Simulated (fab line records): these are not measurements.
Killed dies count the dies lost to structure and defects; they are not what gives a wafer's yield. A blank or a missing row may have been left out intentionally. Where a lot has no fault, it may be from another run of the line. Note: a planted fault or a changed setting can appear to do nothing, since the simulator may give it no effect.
Chamber matching / flow nand_harc / NHARC_A_SGD_CUT_ETCH_16 on rie_diel-02: 4 sister chambers
The step etches the open film in C4F8/O2/Ar, target depth 310.5 nm, time 155.2 s. 14 wafers are shown with their chamber, then 7 later ones without.

== WAFERS, EACH WITH ITS CHAMBER ==
wafer=L383.2; chamber=2; rf_vpp_V (V)=725.1; oes_product_au (a.u.)=0.961
wafer=L383.3; chamber=1; rf_vpp_V (V)=727.5; oes_product_au (a.u.)=0.961
wafer=L383.6; chamber=3; rf_vpp_V (V)=721.9; oes_product_au (a.u.)=0.975
wafer=L387.1; chamber=0; rf_vpp_V (V)=720.6; oes_product_au (a.u.)=0.988
wafer=L387.4; chamber=2; rf_vpp_V (V)=724.5; oes_product_au (a.u.)=0.958
wafer=L387.6; chamber=2; rf_vpp_V (V)=725.3; oes_product_au (a.u.)=0.958
wafer=L389.1; chamber=2; rf_vpp_V (V)=724.5; oes_product_au (a.u.)=0.964
wafer=L389.2; chamber=1; rf_vpp_V (V)=725.8; oes_product_au (a.u.)=0.987
wafer=L389.3; chamber=0; rf_vpp_V (V)=720.7; oes_product_au (a.u.)=0.992
wafer=L391.1; chamber=1; rf_vpp_V (V)=726.9; oes_product_au (a.u.)=0.995
wafer=L391.2; chamber=3; rf_vpp_V (V)=721.6; oes_product_au (a.u.)=0.981
wafer=L391.6; chamber=0; rf_vpp_V (V)=720.8; oes_product_au (a.u.)=0.992
wafer=L390.3; chamber=2; rf_vpp_V (V)=724.8; oes_product_au (a.u.)=0.975
wafer=L390.4; chamber=0; rf_vpp_V (V)=719.3; oes_product_au (a.u.)=0.967

SIGNATURES, as means of the wafers listed above
reading=rf_vpp_V; chamber 0=720.350; chamber 1=726.733; chamber 2=724.840; chamber 3=721.750; scatter within a chamber=0.594
reading=oes_product_au; chamber 0=0.98475; chamber 1=0.98100; chamber 2=0.96320; chamber 3=0.97800; scatter within a chamber=0.0113
Rule: a wafer's distance from a chamber is the root of the sum, over the readings, of the square of ((its reading less the chamber's mean) divided by the reading's scatter). The wafer belongs to the nearest chamber; if the next one is less than 2 further off, it can't be placed. How the scatter is found: for the shown wafers, subtract from each reading the mean of its chamber, square and add these, divide the total by (wafers less chambers), then take the root.

== WAFERS WITH NO CHAMBER GIVEN ==
wafer=L390.5; rf_vpp_V (V)=726.6; oes_product_au (a.u.)=0.989
wafer=L400.2; rf_vpp_V (V)=721.2; oes_product_au (a.u.)=0.989
wafer=L400.4; rf_vpp_V (V)=726.5; oes_product_au (a.u.)=0.964
wafer=L400.5; rf_vpp_V (V)=726.6; oes_product_au (a.u.)=0.957
wafer=L402.2; rf_vpp_V (V)=726.5; oes_product_au (a.u.)=0.961
wafer=L402.3; rf_vpp_V (V)=722.6; oes_product_au (a.u.)=0.952
wafer=L402.5; rf_vpp_V (V)=726.7; oes_product_au (a.u.)=0.950

== EACH ONE'S CHAMBER ==
wafer=L390.5; from the rows above=1; in truth=1
wafer=L400.2; from the rows above=can't be placed: 3 or 0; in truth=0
wafer=L400.4; from the rows above=can't be placed: 1 or 2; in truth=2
wafer=L400.5; from the rows above=can't be placed: 1 or 2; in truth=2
wafer=L402.2; from the rows above=can't be placed: 1 or 2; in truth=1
wafer=L402.3; from the rows above=can't be placed: 3 or 2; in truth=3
wafer=L402.5; from the rows above=can't be placed: 1 or 2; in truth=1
Correctly placed: 1 of 7. Unplaceable from these rows: 6, with the true chamber sitting among the candidates in 6. Placed wrongly: 0.
